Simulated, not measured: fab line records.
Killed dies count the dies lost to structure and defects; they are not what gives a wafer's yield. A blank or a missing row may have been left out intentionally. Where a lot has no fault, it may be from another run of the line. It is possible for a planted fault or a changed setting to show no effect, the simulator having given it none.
2 desks looking at one fault || flow n5-finfet || each desk has only its own numbers; what lay behind them comes last

THE TOOL OWNER'S DESK: epi-rpcvd-01
The tool's own readings at N5_SD_EPI_N_EPI_21 (deposits Si:P, time 690 s): means of the sampled wafers that have a number, for each lot that ran on this tool. Any lot whose mean is over 4 standard deviations away from the usual mean is out of limits and marked OUT; that distance is given in the brackets.
Columns: A = susceptor_temp_C_max at N5_SD_EPI_N_EPI_21, usual 681.8
{"lot": "L150", "first seen here": "day 4 01:49", "A": 681.0}
{"lot": "L151", "first seen here": "day 4 06:41", "A": 681.5}
{"lot": "L156", "first seen here": "day 5 09:16", "A": 681.6}
{"lot": "L158", "first seen here": "day 5 22:46", "A": 681.2}
{"lot": "L159", "first seen here": "day 6 04:13", "A": 681.3}
{"lot": "L160", "first seen here": "day 6 11:11", "A": 681.5}
Result from this desk: across the 6 lots, nothing is out of limits.

METROLOGY DESK
What the gauges read for every lot (on any tool): the sampled wafers with a number, averaged. Any lot whose mean is over 4 standard deviations away from the usual mean is out of limits and marked OUT; that distance is given in the brackets.
Columns: A = thk-nm at N5_SD_EPI_N_EPI_MEAS_23, usual 59.1 nm
{"lot": "L148", "first seen here": "day 3 08:46", "A": 58.6}
{"lot": "L150", "first seen here": "day 4 03:22", "A": 58.4}
{"lot": "L151", "first seen here": "day 4 08:58", "A": 59.7}
{"lot": "L154", "first seen here": "day 4 22:45", "A": 60.3}
{"lot": "L155", "first seen here": "day 5 04:23", "A": 58.5}
{"lot": "L156", "first seen here": "day 5 11:32", "A": 59.0}
{"lot": "L158", "first seen here": "day 6 00:12", "A": "65.0 (+5.4) OUT"}
{"lot": "L159", "first seen here": "day 6 06:07", "A": "67.7 (+7.8) OUT"}
{"lot": "L160", "first seen here": "day 6 13:05", "A": "64.8 (+5.2) OUT"}
{"lot": "L168", "first seen here": "day 8 15:02", "A": 59.6}
{"lot": "L170", "first seen here": "day 8 22:31", "A": 60.0}
This desk's verdict: out of limits on L158, L159, L160, starting with L158 at day 6 00:12 (thk-nm at N5_SD_EPI_N_EPI_MEAS_23). Within limits: L148, L150, L151, L154, L155, L156, L168, L170.

TAKEN TOGETHER
At day 6 00:12 the metrology desk could have sounded an alarm, on L158, L159, L160.
The desk of the tool owner found nothing out of limits.
The tool owner's desk has L158, L159, L160 on record, within its limits.
N5_SD_EPI_N_EPI_21 was run on epi-rpcvd-01 by each of the lots named.

WHAT HAD BEEN PUT IN BY THE SIMULATOR
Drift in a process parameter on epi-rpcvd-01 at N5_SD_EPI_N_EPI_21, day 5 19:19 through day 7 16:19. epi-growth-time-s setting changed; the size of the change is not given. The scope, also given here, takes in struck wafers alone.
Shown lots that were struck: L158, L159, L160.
Time in hours between the start of the fault and the first out-of-limits reading at each desk: metrology desk, 5.
